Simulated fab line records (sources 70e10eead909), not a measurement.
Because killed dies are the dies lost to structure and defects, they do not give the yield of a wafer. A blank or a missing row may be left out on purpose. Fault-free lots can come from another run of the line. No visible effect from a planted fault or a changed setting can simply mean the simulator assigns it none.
Matching of chambers -- flow nand-harc -- NHARC_P_GATE_ETCH_104 on rie-diel-11: 4 sister chambers
The step etches the open film in CF4/CHF3, target depth 60 nm. 4 wafers are shown with their chamber, then 7 later ones without.

WAFERS PAIRED WITH THEIR CHAMBERS
wafer,chamber,drypump-motor-current-A (A)
L509.2,0,6.2
L509.3,1,6.0
L510.1,2,5.6
L510.4,3,4.7

WAFERS WITH NO CHAMBER GIVEN
wafer,drypump-motor-current-A (A)
L510.6,6.0
L511.2,6.2
L511.3,6.0
L511.5,4.7
L514.1,5.6
L514.2,5.9
L514.4,6.2

THE CHAMBER EACH PASSED THROUGH
wafer,from the rows above,in truth
L510.6,1,1
L511.2,0,0
L511.3,1,1
L511.5,3,3
L514.1,2,2
L514.2,1,1
L514.4,0,0
7 of 7 placed correctly. From these rows, 0 cannot be placed. Wrongly placed: 0.
How it was worked out, from the rows above alone: a wafer's distance from a chamber is the root of the sum, over the readings, of the square of ((its reading less the chamber's mean) divided by the reading's scatter). The wafer belongs to the nearest chamber; if the next one is less than 2 further off, it can't be placed. Each chamber's mean is taken over the wafers shown for it. The scatter: root of mean squared gap, hidden wafer to nearest shown wafer, with one shown wafer a chamber.
